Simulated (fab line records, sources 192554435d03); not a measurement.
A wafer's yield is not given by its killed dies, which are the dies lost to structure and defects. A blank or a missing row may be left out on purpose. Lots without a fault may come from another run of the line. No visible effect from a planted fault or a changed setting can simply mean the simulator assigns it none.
2 desks looking at one fault :: flow n5-finfet :: numbers are kept per desk, each desk with only its own; the story behind them comes last

== AT THE METROLOGY DESK ==
Means of the sampled wafers that have a number, per lot and without regard to the tool the lot ran on: this is what the gauges read. Marked OUT: a lot whose mean sits more than 4 standard deviations from the usual mean, which makes it out of limits; the brackets give that distance.
Columns: A = V4_OVL at N5_BEOL_M5_OVL_MEAS_29, usual -0.1 nm
lot: L126
first seen here: day 7 15:40
A: -0.3

lot: L130
first seen here: day 8 15:13
A: 0.5

lot: L131
first seen here: day 8 23:05
A: -0.2

lot: L135
first seen here: day 9 21:18
A: -1.1

lot: L136
first seen here: day 10 04:07
A: 0.0

lot: L137
first seen here: day 11 01:44
A: 0.4

lot: L138
first seen here: day 11 05:41
A: -0.4

lot: L139
first seen here: day 11 07:19
A: 0.7

lot: L141
first seen here: day 11 13:28
A: -0.1

lot: L149
first seen here: day 14 07:39
A: -0.2
Result from this desk: across the 10 lots, nothing is out of limits.

== FOR THE TOOL OWNER'S DESK: rie-diel-05 ==
The tool's own readings at N5_BEOL_M5_TRENCH_ETCH_37 (etches SiCOH lowk in C4F6/O2, target depth 71.652 nm, time 24.7 s): means of the sampled wafers that have a number, for each lot that ran on this tool. Marked OUT: a lot whose mean sits more than 4 standard deviations from the usual mean, which makes it out of limits; the brackets give that distance.
Columns: A = bias-w at N5_BEOL_M5_TRENCH_ETCH_37, usual 185.1 W; B = drypump-motor-current-A at N5_BEOL_M5_TRENCH_ETCH_37, usual 5.84 A; C = oes-product-au at N5_BEOL_M5_TRENCH_ETCH_37, usual 0.80 a.u.; D = rf-vpp-V at N5_BEOL_M5_TRENCH_ETCH_37, usual 659 V; E = showerhead-plenum-p-Torr at N5_BEOL_M5_TRENCH_ETCH_37, usual 2.85 Torr; F = throttle-valve-pct at N5_BEOL_M5_TRENCH_ETCH_37, usual 21.03 %
lot: L126
first seen here: day 7 16:01
A: 185.4
B: 5.84
C: 0.71
D: 655
E: 2.80
F: 21.17

lot: L131
first seen here: day 8 23:34
A: 184.7
B: 5.88
C: 0.77
D: 653
E: 2.86
F: 21.23

lot: L137
first seen here: day 11 02:05
A: 185.4
B: 5.83
C: 0.79
D: 655
E: 2.79
F: 21.09

lot: L138
first seen here: day 11 06:07
A: 185.4
B: 5.81
C: 0.79
D: 648
E: 2.95
F: 21.24

lot: L139
first seen here: day 11 07:40
A: 205.1 (+38) OUT
B: 5.83
C: 0.86
D: 705
E: 2.86
F: 21.04

lot: L141
first seen here: day 11 13:50
A: 204.7 (+37) OUT
B: 5.83
C: 0.86
D: 704
E: 2.86
F: 21.03
This desk's verdict: out of limits on L139, L141, starting with L139 at day 11 07:40 (bias-w at N5_BEOL_M5_TRENCH_ETCH_37). In limits: L126, L131, L137, L138.

== PUT TOGETHER ==
On L139, L141, at day 11 07:40, an alarm was possible from the tool owner's desk.
At the metrology desk, nothing out of limits was observed.
The metrology desk has L139, L141 on record, within its limits.
Of the lots named, all ran N5_BEOL_M5_TRENCH_ETCH_37 on rie-diel-05.

== WHAT HAD BEEN PUT IN BY THE SIMULATOR ==
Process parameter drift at N5_BEOL_M5_TRENCH_ETCH_37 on rie-diel-05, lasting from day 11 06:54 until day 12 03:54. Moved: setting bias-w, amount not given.
Lots struck among those shown: L139, L141.
Time in hours from fault onset to the first out-of-limits reading at each desk: the tool owner's desk, 1.
